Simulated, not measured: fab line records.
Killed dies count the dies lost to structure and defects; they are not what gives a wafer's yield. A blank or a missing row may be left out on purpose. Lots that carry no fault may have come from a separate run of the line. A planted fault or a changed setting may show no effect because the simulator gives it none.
2 desks looking at one fault | flow nand harc | each desk has only its own numbers; what lay behind them comes last

== DESK OF THE TOOL OWNER: krf scanner-03 ==
The tool's own readings at NHARC_P_ZERO_WELL_EXPOSE_21 (exposes mask P NWELL, target cd 720 nm): means of the sampled wafers that have a number, for each lot that ran on this tool. Any lot whose mean is over 4 standard deviations away from the usual mean is out of limits and marked OUT; that distance is given in the brackets.
Columns: A = focus offset nm at NHARC_P_ZERO_WELL_EXPOSE_21, usual 0.0 nm; B = reticle temp C at NHARC_P_ZERO_WELL_EXPOSE_21, usual 23.01 C
lot  | first seen here | A    | B
L888 | day 2 18:26     | 0.6  | 22.97
L896 | day 6 02:25     | 0.6  | 23.19
L899 | day 7 08:56     | -0.1 | 23.05
Result from this desk: across the 3 lots, nothing is out of limits.

== FROM THE METROLOGY DESK ==
Lot by lot, what the gauges showed, no matter which tool ran the lot: averages of those sampled wafers that carry a number. Any lot whose mean is over 4 standard deviations away from the usual mean is out of limits and marked OUT; that distance is given in the brackets.
Columns: A = thk nm at NHARC_THIN_TSV_THK_MEAS_02, usual 2998 nm
lot  | first seen here | A
L886 | day 23 20:51    | 3096
L888 | day 24 09:23    | 3301
L887 | day 24 13:31    | 3199
L889 | day 24 20:25    | 2997
L890 | day 24 21:35    | 3017
L893 | day 26 14:11    | 2927
L896 | day 28 19:04    | 2563
L899 | day 29 13:20    | 2879
L900 | day 29 14:35    | 2731
L901 | day 30 02:12    | 2784
L903 | day 30 11:11    | 2982
L909 | day 33 04:02    | 2820
Result from this desk: across the 12 lots, nothing is out of limits.

== PUT TOGETHER ==
The tool owner's desk saw nothing out of limits.
At the metrology desk, nothing out of limits was observed.

== WHAT HAD BEEN PUT IN BY THE SIMULATOR ==
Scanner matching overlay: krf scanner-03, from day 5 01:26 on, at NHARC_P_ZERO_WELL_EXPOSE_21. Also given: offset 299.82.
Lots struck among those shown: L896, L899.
